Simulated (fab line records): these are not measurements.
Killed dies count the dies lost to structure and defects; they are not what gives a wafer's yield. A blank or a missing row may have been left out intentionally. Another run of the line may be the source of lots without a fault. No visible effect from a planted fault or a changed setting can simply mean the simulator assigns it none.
Matching of chambers | flow n5_finfet | uv_cure-03 running N5_BEOL_M5_CURE_80: 3 sister chambers
The step cures SiCOH lowk, time 120 s. 20 wafers are shown with their chamber, then 10 later ones without.

== EACH WAFER AND ITS CHAMBER ==
wafer  | chamber | wafer_temp_C_max | lamp_power_pct (%)
L074.1 | 1       | 373.0            | 52.38
L074.3 | 1       | 372.4            | 52.26
L074.6 | 1       | 372.0            | 52.35
L077.2 | 0       | 371.0            | 52.34
L077.3 | 0       | 370.9            | 52.34
L077.5 | 0       | 371.3            | 52.38
L083.2 | 0       | 371.2            | 52.30
L083.3 | 0       | 371.7            | 52.32
L083.4 | 0       | 371.1            | 52.27
L088.2 | 2       | 371.1            | 52.34
L088.3 | 2       | 371.9            | 52.32
L088.5 | 2       | 370.9            | 52.34
L087.1 | 1       | 371.9            | 52.41
L087.5 | 1       | 372.6            | 52.23
L087.6 | 1       | 371.9            | 52.23
L091.1 | 2       | 371.4            | 52.37
L091.2 | 2       | 371.6            | 52.28
L091.6 | 2       | 371.7            | 52.28
L092.1 | 2       | 371.2            | 52.26
L092.2 | 2       | 371.4            | 52.33

SIGNATURES (means of the wafers above)
reading          | chamber 0 | chamber 1 | chamber 2 | scatter within a chamber
wafer_temp_C_max | 371.200   | 372.300   | 371.400   | 0.356
lamp_power_pct   | 52.3250   | 52.3100   | 52.3150   | 0.0537
Rule: for each reading, subtract the chamber's mean from the wafer's reading, divide by that reading's scatter and square the result; add these up over the readings and take the root, which gives the wafer's distance from the chamber. If the next closest chamber is less than 2 further off than the closest, the wafer can't be placed; otherwise it belongs to the closest. The scatter is the square root of a quotient: the sum, over the shown wafers, of each reading's squared deviation from its chamber's mean, divided by wafers minus chambers.

== WAFERS WITH NO CHAMBER GIVEN ==
wafer  | wafer_temp_C_max | lamp_power_pct (%)
L092.4 | 371.5            | 52.36
L093.2 | 371.4            | 52.28
L093.5 | 371.3            | 52.25
L093.6 | 371.4            | 52.24
L094.3 | 371.6            | 52.22
L094.4 | 372.3            | 52.36
L094.5 | 372.6            | 52.29
L095.1 | 370.9            | 52.42
L095.2 | 370.9            | 52.31
L095.6 | 371.0            | 52.40

== THE CHAMBER EACH PASSED THROUGH ==
wafer  | from the rows above          | in truth
L092.4 | can't be placed: 2 or 0 or 1 | 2
L093.2 | can't be placed: 2 or 0 or 1 | 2
L093.5 | can't be placed: 2 or 0 or 1 | 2
L093.6 | can't be placed: 2 or 0 or 1 | 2
L094.3 | can't be placed: 2 or 0 or 1 | 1
L094.4 | can't be placed: 1 or 2      | 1
L094.5 | 1                            | 1
L095.1 | can't be placed: 0 or 2      | 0
L095.2 | can't be placed: 0 or 2      | 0
L095.6 | can't be placed: 0 or 2      | 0
1 of 10 placed correctly. Not placeable from these rows: 9 (in 9, the candidates include the true chamber). 0 placed wrongly.
